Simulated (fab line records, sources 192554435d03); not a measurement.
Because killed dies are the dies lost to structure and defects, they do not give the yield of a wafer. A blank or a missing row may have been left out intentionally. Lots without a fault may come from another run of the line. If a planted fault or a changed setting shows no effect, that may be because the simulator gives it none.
fab line records | flow n5-finfet
record lots=9 wafers=25 last-day=16
route steps=1938 shown DUMMY_GATE@233 SPACER0@259 BEOL_M4@1111 PASSIVATION@1936
lots that met no fault: taken from a fault-free run of the same line
start-h: the number of hours between the record's first day and the start of the first shown wafer of the lot | wait-h: how many hours have passed since the lot's step before this one | " as in the row above | L1.1+2: a single row standing in for several wafers | - no value, or no start given | * or withheld: withheld | < > ~ a bound
route shown NAME@n: NAME is a module with steps in the file, n the number in the route of the first one | usual: mean and standard deviation over wafers with no fault | same: alike in all rows | chamber/n: place in a boat | sites: readings site by site | _std_site: their standard deviation | _edge_site: the outer-site mean with the inner-site mean subtracted | radius-mm: for every site, how far away it sits from the centre of the wafer | mask NAME#n: copy n | behind: the last tool/chamber to shape the wafer | hold: the reason the lot was held/the length of the hold in hours/how it ended | device: names the non-switching transistor (n, p or np) | end of line: the tests these same wafers got at the end of their route | a step given without rows: its recipe and nothing more | killed: dies lost to structure and defects at the first sort, not the wafer's yield | map: a wafer's dies, x killed, . not, _ none there
set.NAME: setting as actually run; set.NAME@STEP: the setting as run at that earlier step | model.NAME: the simulator's own value behind a step, which no gauge read
steps of the route over a sample of lots; a table a step, a row a wafer
services: when a tool's chamber went out of use (start-h, in hours from the record's first day, below 0 if earlier), for how many hours, and the reason
## steps
# step N5_DUMMY_GATE_INSPECT_17
# recipe mode=adi inspect-instrument=brightfield
# usual raw-defect-count=203/53
# columns lot.wafer tool chamber start-h wait-h raw-defect-count
L103.1 defect-inspect-02 - 51.79 0.1 186
L103.4 " - " " 236
L106.4 defect-inspect-01 - 64.85 0.0 252
L106.5 " - " " 244
L106.6 " - " " 273
L107.1 defect-inspect-01 - 71.41 0.1 163
L107.2 " - " " 182
L107.6 " - " " 114
L110.2 defect-inspect-01 - 88.18 0.0 288
L110.5 " - " " 227
L110.6 " - " " 251
L111.1 defect-inspect-02 - 92.73 0.1 262
L111.3 " - " " 190
L111.4 " - " " 238
L115.2 defect-inspect-02 - 136.86 0.0 175
L115.4 " - " " 130
L115.6 " - " " 143
L117.1 defect-inspect-01 - 143.05 0.1 212
L117.5 " - " " 229
L117.6 " - " " 169
L121.1 defect-inspect-02 - 158.94 0.1 181
L121.4 " - " " 169
L121.6 " - " " 137
L122.3 defect-inspect-01 - 160.44 0.0 210
L122.4 " - " " 176
# step N5_DUMMY_GATE_ETCH_37
# recipe chemistry=N2/H2 target=SOC target-depth-a=600 overetch-a=300 temp-c=40 ion-energy-ev=200 pressure-mtorr=30 source-w=840 bias-w=150 n2-flow-sccm=200 h2-flow-sccm=200
# usual drypump-motor-current-A=5.58/0.29 h2-flow-sccm=200.0/0.65 n2-flow-sccm=200.0/0.65 oes-product-au=0.61/0.056 rf-vpp-V=524.7/1.8 showerhead-plenum-p-Torr=2.56/0.062 throttle-valve-pct=17.85/0.25
# columns lot.wafer tool chamber start-h wait-h drypump-motor-current-A h2-flow-sccm n2-flow-sccm oes-product-au rf-hours-counter-h rf-vpp-V showerhead-plenum-p-Torr throttle-valve-pct
L103.1 rie-diel-02 3 51.97 0.0 5.72 201.0 198.9 0.58 189 523.5 2.52 18.09
L103.4 " 1 " " 5.89 199.3 200.0 0.59 - 524.1 2.52 17.57
L106.4 rie-diel-02 2 65.10 0.0 5.64 200.7 201.2 0.58 211 526.0 2.59 17.59
L106.5 " 2 " " 5.64 201.0 200.4 0.57 - 526.6 2.59 17.56
L106.6 " 3 " " 5.80 199.6 200.8 0.58 - 524.5 2.52 18.08
L107.1 rie-diel-06 2 71.59 0.0 5.06 200.4 200.4 0.71 31 525.4 2.59 17.60
L107.2 " 3 " " 4.92 201.0 200.4 0.57 189 520.5 2.40 18.10
L107.6 " 0 " " 5.33 199.7 201.0 0.61 - 528.3 2.67 17.84
L110.2 rie-diel-01 2 88.36 0.0 5.88 199.8 199.7 0.58 184 522.0 2.53 18.24
L110.5 " 0 " " 5.28 200.4 199.9 0.72 - 525.4 2.58 17.78
L110.6 " 3 " " 5.23 200.7 200.1 0.57 - 524.3 2.52 18.00
L111.1 rie-diel-01 0 93.11 0.0 5.28 200.7 199.4 0.72 10 526.0 2.58 17.79
L111.3 " 3 " " 5.22 198.2 199.2 0.57 198 523.2 2.52 17.99
L111.4 " 2 " " 5.89 201.3 200.3 0.59 185 525.7 2.53 18.24
L115.2 rie-diel-02 3 137.06 0.0 5.68 199.6 200.0 0.57 216 524.2 2.51 18.16
L115.4 " 1 " " 5.88 200.9 200.2 0.58 199 523.6 2.51 17.64
L115.6 " 3 " " 5.69 199.9 199.3 0.57 - 523.0 2.51 18.14
L117.1 rie-diel-01 2 143.23 0.0 5.85 200.9 200.5 0.58 200 523.4 2.52 18.25
L117.5 " 1 " " 5.53 199.5 200.5 0.61 - 526.3 2.64 17.87
L117.6 " 2 " " 5.87 200.1 200.3 0.57 - 524.0 2.52 18.26
L121.1 rie-diel-02 0 159.26 0.0 5.83 200.2 200.3 0.70 33 524.9 2.56 17.42
L121.4 " 2 " " 5.64 200.5 200.7 0.56 240 525.4 2.58 17.64
L121.6 " 3 " " 5.75 199.1 199.1 0.56 - 521.9 2.51 18.17
L122.3 rie-diel-02 2 160.62 0.0 5.62 199.5 200.0 0.56 240 524.8 2.58 17.63
L122.4 " 0 " " 5.85 199.7 198.7 0.70 34 525.7 2.56 17.42
# step N5_DUMMY_GATE_ETCH_31
# recipe chemistry=C4F6/O2 target=SiO2 mask-material=SOC target-depth-a=825 time-s=27.5 ion-energy-ev=250 pressure-mtorr=30 source-w=345 bias-w=185 Ar_flow_sccm=300 C4F6_flow_sccm=10 O2_flow_sccm=10
# usual drypump-motor-current-A=5.5/0.34 oes-product-au=0.77/0.077 rf-vpp-V=669/14 showerhead-plenum-p-Torr=2.87/0.068 throttle-valve-pct=21.31/0.3
# same time-s=27.5
# columns lot.wafer tool chamber start-h wait-h drypump-motor-current-A oes-product-au rf-hours-counter-h rf-vpp-V showerhead-plenum-p-Torr throttle-valve-pct
L103.1 rie-diel-02 1 52.26 0.0 5.9 0.75 173 658 2.87 21.16
L103.4 " 1 " " 5.9 0.75 - 659 2.87 21.15
L106.4 rie-diel-02 0 65.38 0.0 5.9 0.96 4 677 2.90 20.97
L106.5 " 1 " " 5.9 0.73 - 657 2.87 21.15
L106.6 " 0 " " 5.8 0.96 - 678 2.90 20.97
L107.1 rie-diel-01 2 71.99 0.0 5.9 0.74 179 681 2.87 21.72
L107.2 " 0 " " 5.3 0.95 5 672 2.91 21.36
L107.6 " 2 " " 5.9 0.74 - 681 2.87 21.71
L110.2 rie-diel-01 3 88.64 0.0 5.2 0.71 197 667 2.79 21.12
L110.5 " 1 " " 5.5 0.76 - 683 2.95 21.12
L110.6 " 2 " " 5.9 0.74 - 680 2.86 21.70
L111.1 rie-diel-01 1 93.39 0.0 5.5 0.76 132 685 2.95 21.11
L111.3 " 0 " " 5.3 0.93 10 671 2.90 21.36
L111.4 " 3 " " 5.2 0.71 198 668 2.78 21.12
L115.2 rie-diel-01 3 137.34 0.0 5.2 0.70 212 669 2.78 21.14
L115.4 " 1 " " 5.5 0.75 146 682 2.94 21.16
L115.6 " 3 " " 5.2 0.69 - 668 2.78 21.13
L117.1 rie-diel-06 1 143.51 0.1 6.0 0.72 205 664 2.94 21.42
L117.5 " 0 " " 5.3 0.77 - 679 2.98 21.14
L117.6 " 1 " " 6.0 0.71 - 663 2.94 21.44
L121.1 rie-diel-02 1 159.53 0.0 5.9 0.72 206 657 2.86 21.20
L121.4 " 3 " " 5.7 0.70 224 640 2.80 21.39
L121.6 " 1 " " 5.9 0.71 - 659 2.86 21.22
L122.3 rie-diel-06 1 160.90 0.0 5.9 0.72 210 665 2.94 21.45
L122.4 " 3 " " 4.9 0.71 215 647 2.75 21.95
# step N5_SPACER0_ALD_00
# recipe material=SiOCN target-thk-a=35 temp-c=400 ald-precursor-family=alkyl-aminosilane ald-co-reactant=O2/N2-plasma pulse-time-s=3 purge-time-s=2 co-reactant-purge-time-s=2 ald-cycles=58 pressure-torr=2
# usual ald-cycles=58/0 heater-power-w=861/95 precursor-pulse-height-rel=0.998/0.019
# columns lot.wafer tool chamber start-h wait-h ald-cycles heater-power-w precursor-pulse-height-rel
L103.1 ald-sin-04 0 53.18 0.1 58 771 0.996
L103.4 " 2 " " 58 879 0.985
L106.4 ald-sin-03 0 66.38 0.1 58 962 0.997
L106.5 " 3 " " 58 897 1.007
L106.6 " 2 " " 58 948 1.017
L107.1 ald-sin-02 2 72.97 0.1 58 1029 0.969
L107.2 " 0 " " 58 874 0.948
L107.6 " 2 " " 58 1026 1.003
L110.2 ald-sin-02 0 93.08 0.1 58 888 1.003
L110.5 " 3 " " 58 843 0.994
L110.6 " 2 " " 58 1033 0.998
L111.1 ald-sin-04 0 100.90 0.1 58 777 1.002
L111.3 " 1 " " 58 703 0.979
L111.4 " 2 " " 58 877 0.988
L115.2 ald-sin-02 2 138.25 0.1 20 1020 1.014
L115.4 " 2 " " 58 1042 0.987
L115.6 " 1 " " 58 767 1.008
L117.1 ald-sin-02 2 144.49 0.1 20 1033 1.020
L117.5 " 3 " " 58 853 0.983
L117.6 " 2 " " 58 1049 0.998
L121.1 ald-sin-04 2 160.45 0.1 58 865 1.003
L121.4 " 3 " " 58 861 1.029
L121.6 " 2 " " 58 902 1.014
L122.3 ald-sin-04 3 161.93 0.1 58 900 0.978
L122.4 " 3 " " 58 888 0.988
# step N5_BEOL_M4_RC_MEAS_101
# usual DIBL_N=36.0/2 DIBL_P=35.9/2.5 IOFF_N=0.16/0.038 IOFF_N_85C=3.1/0.62 IOFF_N_LIN=0.074/0.014 IOFF_P=0.21/0.04 IOFF_P_85C=3.6/0.57 IOFF_P_LIN=0.099/0.014 ION_N=675/14 ION_P=462/9.4 REXT_N=75.3/1.6 REXT_P=100.7/2.4 SS_N=71.5/0.75 SS_P=73.2/0.74 VT_N=250/3.9 VT_N_LVT=98/4 VT_P=-251/3.2 VT_P_LVT=-99/3.1
# columns lot.wafer tool chamber start-h wait-h DIBL_N[mV/V] DIBL_P[mV/V] IOFF_N[nA/um] IOFF_N_85C[nA/um] IOFF_N_LIN[nA/um] IOFF_P[nA/um] IOFF_P_85C[nA/um] IOFF_P_LIN[nA/um] ION_N[uA/um] ION_P[uA/um] REXT_N[ohm.um] REXT_P[ohm.um] SS_N[mV/dec] SS_P[mV/dec] VT_N[mV] VT_N_LVT[mV] VT_P[mV] VT_P_LVT[mV]
L103.1 prober-01 0 166.62 0.0 37.7 35.8 0.20 3.8 0.079 0.20 3.5 0.096 667 455 75.6 103.1 72.2 72.8 249 94 -252 -98
L103.4 " 0 " " 36.3 33.6 0.16 3.1 0.067 0.16 2.9 0.083 675 452 75.3 105.0 71.1 72.4 250 97 -255 -101
L106.4 prober-01 0 182.65 0.5 36.7 37.6 0.18 3.5 0.079 0.24 4.0 0.109 670 463 74.7 101.4 72.8 73.0 249 96 -249 -97
L106.5 " 0 " " 37.8 38.4 0.21 4.0 0.085 0.24 4.1 0.110 678 455 73.4 100.7 73.3 74.1 250 96 -249 -96
L106.6 " 0 " " 34.0 33.3 0.13 2.6 0.059 0.16 2.9 0.084 667 459 73.6 101.6 72.2 73.1 257 102 -254 -101
L107.1 prober-01 0 197.12 0.0 37.3 37.2 0.17 3.4 0.073 0.19 3.4 0.088 664 446 78.1 101.6 72.3 73.7 251 100 -255 -104
L107.2 " 0 " " 32.4 31.9 0.11 2.3 0.053 0.14 2.5 0.069 654 445 80.2 102.4 70.8 72.6 256 104 -257 -108
L107.6 " 0 " " 38.7 39.4 0.20 3.9 0.087 0.25 4.2 0.103 670 459 79.5 101.6 71.8 74.5 246 97 -251 -99
L110.2 prober-01 0 205.27 0.2 34.7 33.1 0.14 2.8 0.066 0.18 3.2 0.089 668 461 74.3 101.4 71.0 72.9 250 99 -253 -101
L110.5 " 0 " " 35.0 34.7 0.15 2.9 0.071 0.20 3.5 0.097 675 464 75.9 102.4 71.1 73.1 249 99 -250 -99
L110.6 " 0 " " 37.0 35.0 0.18 3.4 0.073 0.20 3.5 0.095 661 456 74.9 103.4 73.0 73.8 249 100 -250 -101
L111.1 prober-02 0 212.35 0.0 35.6 34.3 0.16 3.1 0.079 0.23 4.0 0.113 701 483 74.2 97.0 71.3 72.8 243 98 -245 -97
L111.3 " 0 " " 34.8 33.3 0.13 2.6 0.068 0.22 3.8 0.108 683 475 75.0 97.3 69.7 72.4 248 101 -248 -97
L111.4 " 0 " " 35.3 34.1 0.14 2.8 0.071 0.23 3.9 0.112 686 472 74.6 96.9 70.6 72.8 248 100 -247 -98
L115.2 prober-01 0 249.63 0.2 53.0 50.1 0.66 10.3 0.224 0.89 12.2 0.330 775 538 58.3 81.9 74.7 75.4 226 77 -223 -74
L115.4 " 0 " " 37.2 37.7 0.18 3.5 0.077 0.20 3.4 0.092 682 460 71.9 100.5 71.8 73.6 248 98 -254 -101
L115.6 " 0 " " 37.0 37.6 0.18 3.5 0.081 0.21 3.6 0.094 693 463 73.6 100.6 71.1 73.7 244 95 -253 -101
L117.1 prober-02 0 268.16 0.0 54.8 50.4 0.91 13.2 0.294 1.01 13.5 0.375 799 541 60.1 83.3 75.1 76.4 222 70 -222 -70
L117.5 " 0 " " 35.2 36.0 0.17 3.2 0.080 0.22 3.9 0.107 695 472 75.0 102.1 71.0 73.5 248 95 -248 -97
L117.6 " 0 " " 32.2 30.1 0.10 2.1 0.051 0.13 2.4 0.069 655 448 75.2 105.0 70.8 71.6 257 103 -258 -105
L121.1 prober-02 0 272.75 0.0 33.8 34.0 0.11 2.4 0.058 0.18 3.2 0.092 664 460 76.2 101.2 70.7 72.6 254 103 -251 -101
L121.4 " 0 " " 41.3 42.8 0.28 5.1 0.120 0.35 5.5 0.147 705 482 74.8 99.7 72.3 74.6 240 91 -243 -93
L121.6 " 0 " " 34.4 34.7 0.13 2.6 0.063 0.19 3.4 0.096 673 464 75.1 100.7 70.6 72.5 252 100 -252 -100
L122.3 prober-01 0 273.98 0.3 33.9 30.5 0.13 2.5 0.059 0.16 2.8 0.082 653 444 78.6 103.6 70.8 72.2 252 99 -256 -98
L122.4 " 0 " " 39.8 39.0 0.27 4.7 0.112 0.30 5.0 0.132 696 469 76.1 100.2 72.6 73.9 241 88 -244 -90
# step N5_PASSIVATION_PROBE_49
# usual defect-limited-yield=91.3/1.5 killed_at_M0_to_M3=33/12 killed_at_M4_up=15/5.2 killed-at-contacts=12/5.1 killed-at-front-end=39/11 killed-at-other=5/3.6 killed-dies=103/18 killed-open=67/13 killed-short=33/7.8 sort_bin_4_leakage=0/0 sort_bin_5_function=5.1/0.96 sort_bin_6_memory=3.2/0.71 sort_bin_8_speed=0.01/0.063 sort-n-pass=1077/18 sort-yield-pct=91.3/1.5
# same gross-dies=1180 killed-at-back-side=0
# columns lot.wafer tool chamber start-h wait-h defect-limited-yield[%] killed_at_M0_to_M3 killed_at_M4_up killed-at-contacts killed-at-front-end killed-at-other killed-dies killed-open killed-short sort_bin_4_leakage[%] sort_bin_5_function[%] sort_bin_6_memory[%] sort_bin_8_speed[%] sort-n-pass sort-yield-pct[%]
L103.1 prober-02 - 261.21 0.0 91.9 32 16 17 31 0 96 64 32 0 4.6 3.3 0 1084 91.9
L103.4 prober-02 - 261.36 0.2 88.2 47 10 14 63 5 139 84 47 0 6.9 3.8 0 1041 88.2
L111.1 prober-02 - 306.11 0.0 90.3 58 9 2 42 3 114 71 43 0 6.1 3.3 0 1066 90.3
L111.3 prober-02 - 306.21 0.1 91.8 30 22 4 33 8 97 54 36 0 4.2 3.3 0 1083 91.8
L111.4 prober-02 - 306.26 0.2 90.1 37 26 10 41 3 117 80 37 0 4.4 5.5 0 1063 90.1
L115.2 prober-01 - 348.63 0.1 92.6 22 20 5 35 5 87 53 25 92.63 4.3 2.1 0 0 0
L115.4 prober-01 - 348.73 0.2 91.6 24 19 13 41 2 99 49 42 0 4.5 3.1 0 1081 91.6
L115.6 prober-01 - 348.83 0.3 93.1 21 13 6 35 6 81 41 28 0 2.9 2.5 0 1099 93.1
L117.1 prober-02 - 364.51 0.0 91.0 19 9 9 69 0 106 62 33 91.02 4.7 3.1 0 0 0
L117.5 prober-02 - 364.71 0.2 89.6 32 8 13 66 4 123 74 41 0 6.2 3.1 0 1057 89.6
L117.6 prober-02 - 364.76 0.3 88.2 38 19 9 73 0 139 100 38 0 7.0 4.5 0 1041 88.2
L122.4 prober-01 - 379.32 0.2 92.6 23 12 8 37 7 87 66 21 0 4.7 2.5 0 1093 92.6
L121.1 prober-01 - 383.32 0.1 92.3 33 13 8 35 2 91 57 28 0 4.3 2.6 0 1089 92.3
L121.4 prober-01 - 383.47 0.2 90.3 43 15 7 47 2 114 68 46 0 5.2 3.9 0 1066 90.3
L121.6 prober-01 - 383.57 0.3 92.1 35 20 5 32 1 93 65 27 0 4.9 2.8 0 1087 92.1
# killed by level:class
L103.1 MOL_CONTACT_COAG:geometric-particle:open=14 BEOL_M2:geometric-particle:open=9 BEOL_M3:geometric-particle:open=8 FIN_SAQP:geometric-particle:open=6 DUMMY_GATE:geometric-particle:open=6 FIN_SAQP:geometric-particle:short=5 BEOL_M0_SAQP:geometric-particle:short=4 BEOL_M5:geometric-particle:open=4
L103.4 STI_FIN_REVEAL:geometric-particle:open=14 MOL_CONTACT_COAG:geometric-particle:open=11 BEOL_M2:geometric-particle:open=10 BEOL_M0_SAQP:geometric-particle:short=9 HKMG_FIN:area-etch=8 DUMMY_GATE:geometric-particle:open=7 BEOL_M3:geometric-particle:open=7 BEOL_M3:geometric-particle:short=7
L111.1 BEOL_M1:geometric-particle:open=14 BEOL_M0_SAQP:geometric-particle:short=12 BEOL_M0_SAQP:geometric-particle:open=12 FIN_SAQP:geometric-particle:open=8 BEOL_M3:geometric-particle:open=8 DUMMY_GATE:geometric-particle:open=6 STI_FIN_REVEAL:geometric-particle:open=5 DUMMY_GATE:geometric-particle:short=5
L111.3 BEOL_M4:geometric-particle:open=8 BEOL_M0_SAQP:geometric-particle:short=7 BEOL_M2:geometric-particle:open=7 BEOL_M4:geometric-particle:short=7 HKMG_FIN:area-etch=7 DUMMY_GATE:geometric-particle:short=6 FIN_SAQP:geometric-particle:open=5 BEOL_M5:geometric-particle:open=5
L111.4 BEOL_M1:geometric-particle:open=11 DUMMY_GATE:geometric-particle:open=9 BEOL_M0_SAQP:geometric-particle:open=8 MOL_CONTACT_COAG:geometric-particle:open=7 STI_FIN_REVEAL:geometric-particle:open=6 GATE_CUT:geometric-particle:short=6 BEOL_M4:geometric-particle:open=6 BEOL_M5:geometric-particle:open=5
L115.2 BEOL_M4:geometric-particle:open=11 BEOL_M0_SAQP:geometric-particle:open=10 BEOL_M0_SAQP:geometric-particle:short=8 HKMG_FIN:area-etch=8 STI_FIN_REVEAL:geometric-particle:open=7 FIN_SAQP:geometric-particle:open=6 FIN_SAQP:geometric-particle:short=4 MOL_CONTACT_COAG:geometric-particle:open=4
L115.4 FIN_SAQP:geometric-particle:short=13 FIN_SAQP:geometric-particle:open=10 BEOL_M4:geometric-particle:open=8 MOL_CONTACT_COAG:geometric-particle:open=7 HKMG_FIN:area-etch=7 MOL_CONTACT_COAG:geometric-particle:short=6 BEOL_M0_SAQP:geometric-particle:short=6 BEOL_M2:geometric-particle:open=6
L115.6 HKMG_FIN:area-etch=12 BEOL_M4:geometric-particle:open=7 BEOL_M0_SAQP:geometric-particle:short=6 BEOL_M2:geometric-particle:open=5 FIN_SAQP:geometric-particle:open=4 MOL_CONTACT_COAG:geometric-particle:open=4 BEOL_M0_SAQP:geometric-particle:open=4 STARTING-WAFER:geometric-particle:open=4
L117.1 FIN_SAQP:geometric-particle:short=17 STI_FIN_REVEAL:geometric-particle:open=17 HKMG_FIN:area-etch=11 BEOL_M3:geometric-particle:open=10 MOL_CONTACT_COAG:geometric-particle:open=7 DUMMY_GATE:geometric-particle:open=5 BEOL_M4:geometric-particle:open=5 FIN_SAQP:geometric-particle:open=4
L117.5 FIN_SAQP:geometric-particle:open=18 STI_FIN_REVEAL:geometric-particle:open=14 FIN_SAQP:geometric-particle:short=13 MOL_CONTACT_COAG:geometric-particle:open=12 BEOL_M0_SAQP:geometric-particle:short=9 BEOL_M3:geometric-particle:open=9 HKMG_FIN:area-etch=8 BEOL_M0_SAQP:geometric-particle:open=7
L117.6 STI_FIN_REVEAL:geometric-particle:open=24 BEOL_M3:geometric-particle:open=16 BEOL_M4:geometric-particle:open=12 FIN_SAQP:geometric-particle:short=9 FIN_SAQP:geometric-particle:open=9 STI_FIN_REVEAL:geometric-particle:short=8 MOL_CONTACT_COAG:geometric-particle:open=8 BEOL_M0_SAQP:geometric-particle:open=8
L122.4 STI_FIN_REVEAL:geometric-particle:open=10 MOL_CONTACT_COAG:geometric-particle:open=8 GATE_CUT:geometric-particle:open=7 BEOL_M0_SAQP:geometric-particle:short=6 FIN_SAQP:geometric-particle:open=5 BEOL_M1:geometric-particle:open=5 BEOL_M2:geometric-particle:open=5 BEOL_M0_SAQP:geometric-particle:open=4
L121.1 STI_FIN_REVEAL:geometric-particle:open=10 BEOL_M0_SAQP:geometric-particle:short=8 MOL_CONTACT_COAG:geometric-particle:open=6 BEOL_M0_SAQP:geometric-particle:open=5 BEOL_M3:geometric-particle:open=5 BEOL_M2:geometric-particle:open=5 FIN_SAQP:geometric-particle:short=4 BEOL_M0:geometric-particle:open=4
L121.4 FIN_SAQP:geometric-particle:open=15 FIN_SAQP:geometric-particle:short=12 BEOL_M0_SAQP:geometric-particle:open=10 BEOL_M0_SAQP:geometric-particle:short=9 BEOL_M5:geometric-particle:open=8 BEOL_M3:geometric-particle:open=8 STI_FIN_REVEAL:geometric-particle:open=6 MOL_CONTACT_COAG:geometric-particle:short=5
L121.6 BEOL_M0_SAQP:geometric-particle:open=10 BEOL_M3:geometric-particle:open=10 FIN_SAQP:geometric-particle:open=9 FIN_SAQP:geometric-particle:short=9 BEOL_M4:geometric-particle:open=7 BEOL_M0_SAQP:geometric-particle:short=5 BEOL_M5:geometric-particle:open=5 STI_FIN_REVEAL:geometric-particle:open=4
## services
# columns tool chamber start-h hours kind
rie-diel-01 - 30.20 1.6 repair
rie-diel-06 0 30.96 1.5 repair
rie-diel-01 0 37.47 - clean
rie-diel-01 0 37.47 - consumable-replace:focus-ring
rie-diel-01 0 37.47 20.3 scheduled-down
rie-diel-01 0 37.47 20.3 vent-cycle
rie-diel-02 2 37.70 1.8 repair
rie-diel-02 0 51.40 10.9 repair
ald-sin-02 2 76.14 7.5 repair
ald-sin-03 - 85.25 14.0 pm
ald-sin-03 0 85.25 14.0 vent-cycle
ald-sin-03 1 85.25 14.0 vent-cycle
ald-sin-03 2 85.25 14.0 vent-cycle
ald-sin-03 3 85.25 14.0 vent-cycle
rie-diel-01 - 94.56 2.8 pm
ald-sin-03 0 99.25 - clean
ald-sin-03 1 99.25 - clean
ald-sin-03 2 99.25 - clean
ald-sin-03 3 99.25 - clean
rie-diel-01 0 114.37 7.6 repair
rie-diel-06 1 127.09 2.5 repair
rie-diel-06 2 139.56 7.7 repair
rie-diel-01 3 142.69 2.2 repair
ald-sin-03 - 161.72 6.1 pm
## key
first-sign step=N5_SPACER0_ALD_00 reading=ald-cycles direction=down sigmas=99+ usual=* struck=*
effect step=N5_BEOL_M4_RC_MEAS_101 reading=IOFF_P direction=up sigmas=18 usual=0.21 struck=0.95
effect step=N5_BEOL_M4_RC_MEAS_101 reading=IOFF_P_LIN direction=up sigmas=18 usual=0.099 struck=0.353
effect step=N5_BEOL_M4_RC_MEAS_101 reading=IOFF_N direction=up sigmas=16 usual=0.16 struck=0.79
effect step=N5_BEOL_M4_RC_MEAS_101 reading=IOFF_P_85C direction=up sigmas=16 usual=3.6 struck=12.8
effect step=N5_BEOL_M4_RC_MEAS_101 reading=IOFF_N_85C direction=up sigmas=14 usual=3.1 struck=11.7
effect step=N5_BEOL_M4_RC_MEAS_101 reading=IOFF_N_LIN direction=up sigmas=13 usual=0.074 struck=0.259
effect step=N5_BEOL_M4_RC_MEAS_101 reading=REXT_N direction=down sigmas=10 usual=75.3 struck=59.2
effect step=N5_BEOL_M4_RC_MEAS_101 reading=DIBL_N direction=up sigmas=8.8 usual=36.0 struck=53.9
effect step=N5_BEOL_M4_RC_MEAS_101 reading=VT_P_LVT direction=up sigmas=8.6 usual=-99 struck=-72
effect step=N5_BEOL_M4_RC_MEAS_101 reading=VT_P direction=up sigmas=8.6 usual=-251 struck=-223
effect step=N5_BEOL_M4_RC_MEAS_101 reading=ION_P direction=up sigmas=8.2 usual=462 struck=540
effect step=N5_BEOL_M4_RC_MEAS_101 reading=ION_N direction=up sigmas=7.9 usual=675 struck=787
effect step=N5_PASSIVATION_PROBE_49 reading=sort_bin_4_leakage direction=up sigmas=99+ usual=0 struck=91.82
met-at N5_SPACER0_ALD_00
struck-lots L115,L117
struck-wafers L115.2,L117.1
baseline-loss step=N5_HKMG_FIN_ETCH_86 wafers=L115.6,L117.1
not-acting-at N5_DUMMY_GATE_INSPECT_17,N5_DUMMY_GATE_ETCH_37,N5_DUMMY_GATE_ETCH_31
onset-between 93.08 138.25
fault kind=process-parameter-drift tool=ald-sin-02 chamber=- onset-h=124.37 steps=N5_SPACER0_ALD_00 channel=ald-cycles offset=* shape=step end-h=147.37 scope=struck-wafers-only acts-in=* stated=*
# baseline-loss: these wafers lose ten dies or more at that step, a loss of the line's own and not of a fault; the sort's usual values leave them out
